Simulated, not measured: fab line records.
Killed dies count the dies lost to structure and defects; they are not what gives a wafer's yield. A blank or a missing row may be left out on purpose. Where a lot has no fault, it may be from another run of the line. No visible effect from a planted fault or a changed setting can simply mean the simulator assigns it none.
Chamber matching || flow nand-harc || NHARC_A_CONTACT_ETCH_31 on rie-diel-11 has 4 sister chambers
The step etches the open film in O2/COS, target depth 2800 nm, time 728 s. 24 wafers are shown with their chamber, then 12 later ones without.

WAFERS PAIRED WITH THEIR CHAMBERS
{"wafer": "L812.2", "chamber": 2, "showerhead-plenum-p-Torr (Torr)": 3.17, "drypump-motor-current-A (A)": 5.5, "rf-vpp-V (V)": 314.0}
{"wafer": "L812.4", "chamber": 0, "showerhead-plenum-p-Torr (Torr)": 3.24, "drypump-motor-current-A (A)": 5.2, "rf-vpp-V (V)": 314.9}
{"wafer": "L812.5", "chamber": 3, "showerhead-plenum-p-Torr (Torr)": 2.95, "drypump-motor-current-A (A)": 6.6, "rf-vpp-V (V)": 313.3}
{"wafer": "L816.3", "chamber": 0, "showerhead-plenum-p-Torr (Torr)": 3.24, "drypump-motor-current-A (A)": 5.2, "rf-vpp-V (V)": 316.4}
{"wafer": "L816.4", "chamber": 3, "showerhead-plenum-p-Torr (Torr)": 2.94, "drypump-motor-current-A (A)": 6.6, "rf-vpp-V (V)": 312.0}
{"wafer": "L816.6", "chamber": 3, "showerhead-plenum-p-Torr (Torr)": 2.94, "drypump-motor-current-A (A)": 6.6, "rf-vpp-V (V)": 310.7}
{"wafer": "L818.1", "chamber": 0, "showerhead-plenum-p-Torr (Torr)": 3.24, "drypump-motor-current-A (A)": 5.2, "rf-vpp-V (V)": 315.4}
{"wafer": "L818.3", "chamber": 2, "showerhead-plenum-p-Torr (Torr)": 3.17, "drypump-motor-current-A (A)": 5.5, "rf-vpp-V (V)": 315.0}
{"wafer": "L818.5", "chamber": 3, "showerhead-plenum-p-Torr (Torr)": 2.94, "drypump-motor-current-A (A)": 6.6, "rf-vpp-V (V)": 312.6}
{"wafer": "L817.1", "chamber": 3, "showerhead-plenum-p-Torr (Torr)": 2.94, "drypump-motor-current-A (A)": 6.5, "rf-vpp-V (V)": 312.8}
{"wafer": "L817.3", "chamber": 2, "showerhead-plenum-p-Torr (Torr)": 3.17, "drypump-motor-current-A (A)": 5.4, "rf-vpp-V (V)": 314.8}
{"wafer": "L817.4", "chamber": 1, "showerhead-plenum-p-Torr (Torr)": 3.15, "drypump-motor-current-A (A)": 5.4, "rf-vpp-V (V)": 313.7}
{"wafer": "L820.3", "chamber": 3, "showerhead-plenum-p-Torr (Torr)": 2.94, "drypump-motor-current-A (A)": 6.6, "rf-vpp-V (V)": 312.6}
{"wafer": "L820.4", "chamber": 2, "showerhead-plenum-p-Torr (Torr)": 3.16, "drypump-motor-current-A (A)": 5.4, "rf-vpp-V (V)": 315.8}
{"wafer": "L820.6", "chamber": 3, "showerhead-plenum-p-Torr (Torr)": 2.94, "drypump-motor-current-A (A)": 6.6, "rf-vpp-V (V)": 311.6}
{"wafer": "L822.1", "chamber": 2, "showerhead-plenum-p-Torr (Torr)": 3.16, "drypump-motor-current-A (A)": 5.5, "rf-vpp-V (V)": 313.7}
{"wafer": "L822.5", "chamber": 1, "showerhead-plenum-p-Torr (Torr)": 3.14, "drypump-motor-current-A (A)": 5.4, "rf-vpp-V (V)": 314.3}
{"wafer": "L822.6", "chamber": 0, "showerhead-plenum-p-Torr (Torr)": 3.23, "drypump-motor-current-A (A)": 5.2, "rf-vpp-V (V)": 315.2}
{"wafer": "L824.3", "chamber": 1, "showerhead-plenum-p-Torr (Torr)": 3.14, "drypump-motor-current-A (A)": 5.5, "rf-vpp-V (V)": 315.4}
{"wafer": "L824.4", "chamber": 2, "showerhead-plenum-p-Torr (Torr)": 3.16, "drypump-motor-current-A (A)": 5.5, "rf-vpp-V (V)": 313.5}
{"wafer": "L824.6", "chamber": 2, "showerhead-plenum-p-Torr (Torr)": 3.16, "drypump-motor-current-A (A)": 5.4, "rf-vpp-V (V)": 317.2}
{"wafer": "L825.3", "chamber": 2, "showerhead-plenum-p-Torr (Torr)": 3.16, "drypump-motor-current-A (A)": 5.5, "rf-vpp-V (V)": 314.0}
{"wafer": "L825.4", "chamber": 3, "showerhead-plenum-p-Torr (Torr)": 2.94, "drypump-motor-current-A (A)": 6.6, "rf-vpp-V (V)": 312.4}
{"wafer": "L825.6", "chamber": 0, "showerhead-plenum-p-Torr (Torr)": 3.23, "drypump-motor-current-A (A)": 5.2, "rf-vpp-V (V)": 317.2}

SIGNATURES (means of the wafers above)
{"reading": "showerhead-plenum-p-Torr", "chamber 0": 3.2360, "chamber 1": 3.1433, "chamber 2": 3.1638, "chamber 3": 2.9413, "scatter within a chamber": 0.0048}
{"reading": "drypump-motor-current-A", "chamber 0": 5.200, "chamber 1": 5.433, "chamber 2": 5.463, "chamber 3": 6.587, "scatter within a chamber": 0.0413}
{"reading": "rf-vpp-V", "chamber 0": 315.820, "chamber 1": 314.467, "chamber 2": 314.750, "chamber 3": 312.250, "scatter within a chamber": 1.02}
Rule: for a wafer and a chamber, the distance is found by dividing, reading by reading, the gap between the wafer's reading and the chamber's mean by the reading's scatter, squaring, summing and taking the root. The wafer belongs to the nearest chamber; if the next one is less than 2 further off, it can't be placed. The scatter: the root of (the sum of the squares of (reading less its chamber's mean) over the shown wafers, divided by (wafers less chambers)).

WAFERS WHOSE CHAMBER IS MISSING
{"wafer": "L831.1", "showerhead-plenum-p-Torr (Torr)": 3.14, "drypump-motor-current-A (A)": 5.5, "rf-vpp-V (V)": 314.1}
{"wafer": "L831.2", "showerhead-plenum-p-Torr (Torr)": 3.23, "drypump-motor-current-A (A)": 5.2, "rf-vpp-V (V)": 315.1}
{"wafer": "L831.5", "showerhead-plenum-p-Torr (Torr)": 3.15, "drypump-motor-current-A (A)": 5.5, "rf-vpp-V (V)": 314.8}
{"wafer": "L834.1", "showerhead-plenum-p-Torr (Torr)": 2.93, "drypump-motor-current-A (A)": 6.6, "rf-vpp-V (V)": 310.3}
{"wafer": "L834.2", "showerhead-plenum-p-Torr (Torr)": 3.22, "drypump-motor-current-A (A)": 5.2, "rf-vpp-V (V)": 315.2}
{"wafer": "L834.4", "showerhead-plenum-p-Torr (Torr)": 3.14, "drypump-motor-current-A (A)": 5.5, "rf-vpp-V (V)": 314.2}
{"wafer": "L833.4", "showerhead-plenum-p-Torr (Torr)": 3.22, "drypump-motor-current-A (A)": 5.2, "rf-vpp-V (V)": 315.9}
{"wafer": "L833.5", "showerhead-plenum-p-Torr (Torr)": 3.14, "drypump-motor-current-A (A)": 5.5, "rf-vpp-V (V)": 314.5}
{"wafer": "L833.6", "showerhead-plenum-p-Torr (Torr)": 3.15, "drypump-motor-current-A (A)": 5.4, "rf-vpp-V (V)": 314.0}
{"wafer": "L832.1", "showerhead-plenum-p-Torr (Torr)": 3.15, "drypump-motor-current-A (A)": 5.4, "rf-vpp-V (V)": 314.6}
{"wafer": "L832.3", "showerhead-plenum-p-Torr (Torr)": 3.22, "drypump-motor-current-A (A)": 5.2, "rf-vpp-V (V)": 315.3}
{"wafer": "L832.5", "showerhead-plenum-p-Torr (Torr)": 2.93, "drypump-motor-current-A (A)": 6.6, "rf-vpp-V (V)": 309.5}

EACH ONE'S CHAMBER
{"wafer": "L831.1", "from the rows above": 1, "in truth": 1}
{"wafer": "L831.2", "from the rows above": 0, "in truth": 0}
{"wafer": "L831.5", "from the rows above": "can't be placed: 1 or 2", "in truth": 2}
{"wafer": "L834.1", "from the rows above": 3, "in truth": 3}
{"wafer": "L834.2", "from the rows above": 0, "in truth": 0}
{"wafer": "L834.4", "from the rows above": 1, "in truth": 1}
{"wafer": "L833.4", "from the rows above": 0, "in truth": 0}
{"wafer": "L833.5", "from the rows above": 1, "in truth": 1}
{"wafer": "L833.6", "from the rows above": "can't be placed: 1 or 2", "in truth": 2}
{"wafer": "L832.1", "from the rows above": "can't be placed: 1 or 2", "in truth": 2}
{"wafer": "L832.3", "from the rows above": 0, "in truth": 0}
{"wafer": "L832.5", "from the rows above": 3, "in truth": 3}
Placed correctly: 9 of 12. Cannot be placed on the basis of these rows: 3; the candidates contain the true chamber in 3. Number placed wrongly: 0.
